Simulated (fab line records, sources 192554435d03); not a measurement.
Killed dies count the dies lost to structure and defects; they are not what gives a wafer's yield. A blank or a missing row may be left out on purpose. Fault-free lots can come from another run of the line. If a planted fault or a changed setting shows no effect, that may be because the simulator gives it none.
Split-lot experiment ; flow n5 finfet ; route with 1938 steps; 7 lots, 39 wafers read

THE SPLIT ITSELF
At N5_DUMMY_GATE_ETCH_31 (etches SiO2 in C4F6/O2, target depth 82.5 nm, time 27.5 s), the setting target depth a was moved away from the recipe's 825 angstrom on 15 of the 39 wafers read, by -7.8% to +12.6%. The other wafers ran this setting at the recipe's value.

The split's own step is where the reading is taken.

THE READING
SOC_of_DUMMY_GATE_COAT_34.thk nm (the simulator's own value, which no gauge read), in nm, at N5_DUMMY_GATE_ETCH_31 (etches SiO2 in C4F6/O2, target depth 82.5 nm, time 27.5 s). No usual value for it is given in the file. Here, 24 wafers ran the recipe; their average is 51.7 nm with a standard deviation of 0.22 nm.

wafer;tool, chamber at the split;target depth a as run, angstrom;against the recipe;SOC_of_DUMMY_GATE_COAT_34.thk nm, nm;against lot-mates on the recipe
L075.1;rie diel-03, 3;929;+12.6%;50.4;-1.1
L075.2;rie diel-03, 0;929;+12.6%;50.2;-1.3
L075.3;rie diel-03, 1;929;+12.6%;50.6;-0.9
L075.4;rie diel-03, 2;825;recipe;51.6;-
L075.5;rie diel-03, 1;825;recipe;51.4;-
L075.6;rie diel-03, 0;825;recipe;51.4;-
L082.1;rie diel-04, 1;825;recipe;51.6;-
L082.2;rie diel-04, 2;760.4;-7.8%;52.2;+0.7
L082.3;rie diel-04, 3;760.4;-7.8%;52;+0.5
L082.4;rie diel-04, 0;825;recipe;51.6;-
L082.5;rie diel-04, 0;760.4;-7.8%;52.4;+0.9
L082.6;rie diel-04, 1;825;recipe;51.4;-
L083.1;rie diel-04, 0;825;recipe;52.2;-
L083.2;rie diel-04, 2;825;recipe;52;-
L083.6;rie diel-04, 3;825;recipe;51.8;-
L085.1;rie diel-06, 1;825;recipe;51.8;-
L085.2;rie diel-06, 0;825;recipe;51.8;-
L085.3;rie diel-06, 2;825;recipe;51.8;-
L085.4;rie diel-06, 3;825;recipe;52;-
L085.5;rie diel-06, 0;825;recipe;51.8;-
L085.6;rie diel-06, 1;825;recipe;51.8;-
L087.1;rie diel-03, 2;825;recipe;51.2;-
L087.2;rie diel-03, 1;889.2;+7.8%;51.2;-0.3
L087.3;rie diel-03, 0;889.2;+7.8%;51;-0.5
L087.4;rie diel-03, 3;825;recipe;51.6;-
L087.5;rie diel-03, 3;825;recipe;51.6;-
L087.6;rie diel-03, 2;889.2;+7.8%;50.6;-0.9
L093.1;rie diel-06, 0;924.1;+12.0%;50.8;-0.9
L093.2;rie diel-06, 3;825;recipe;51.6;-
L093.3;rie diel-06, 1;825;recipe;51.8;-
L093.4;rie diel-06, 2;924.1;+12.0%;50.6;-1.1
L093.5;rie diel-06, 2;924.1;+12.0%;50.8;-0.9
L093.6;rie diel-06, 1;825;recipe;51.8;-
L096.1;rie diel-03, 2;825;recipe;51.6;-
L096.2;rie diel-03, 0;825;recipe;51.6;-
L096.3;rie diel-03, 3;873.2;+5.8%;51.6;-0.1
L096.4;rie diel-03, 1;873.2;+5.8%;51.4;-0.3
L096.5;rie diel-03, 1;825;recipe;52;-
L096.6;rie diel-03, 0;873.2;+5.8%;51.4;-0.3

THE FIT
A straight line over all 39 wafers: SOC_of_DUMMY_GATE_COAT_34.thk nm changes by -0.0844 nm for each +1% of target depth a; r = -0.89; the points scatter about the line by 0.24 nm.
The same after taking each lot's own level away (the mean of its wafers on the recipe; 39 wafers): -0.0805 nm for each +1%; r = -0.94; scatter 0.16 nm.
Per that fit: largest target depth a move, reading shift of 1 nm.
Across the lots, their own levels run from 51.47 to 52.00 nm, a range of 2.4 times the standard deviation given above.
So the lot-to-lot level changes the slope little: the two slopes agree.
Check: with one of the wafers moved furthest among these (+12.6%) left out of the fit, the line predicts -0.986 nm for it against its lot-mates. It came out at -1.07 nm against them.

OTHER SPLITS ON THESE WAFERS
Other splits were also applied to these wafers ahead of the reading. Each is held against what the fit with the lots' levels taken away leaves over:
other split on the same wafers;wafers away from the commonest value;r with SOC_of_DUMMY_GATE_COAT_34.thk nm (lot level and that fit taken away)
N5_WELL_APT_IMPLANT_32 energy kev;18;-0.38
N5_DUMMY_GATE_ETCH_37 source w;18;-0.14

THE WHOLE CHAIN: every reading that the file lists as answering this split, in the file's order
step;what it does;reading;change (the file's fit);r (the file's)
N5_DUMMY_GATE_ETCH_31;etches SiO2 in C4F6/O2, target depth 82.5 nm, time 27.5 s;etch.depth nm (the simulator's own value, which no gauge read);+0.86 nm for each +1% of the setting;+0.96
N5_DUMMY_GATE_ETCH_31;etches SiO2 in C4F6/O2, target depth 82.5 nm, time 27.5 s;SOC_of_DUMMY_GATE_COAT_34.thk nm (the simulator's own value, which no gauge read);-0.0792 nm for each +1% of the setting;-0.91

FILE'S OWN FIT
SOC_of_DUMMY_GATE_COAT_34.thk nm changes by -0.0792 nm for each +1% of target depth a, r = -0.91.
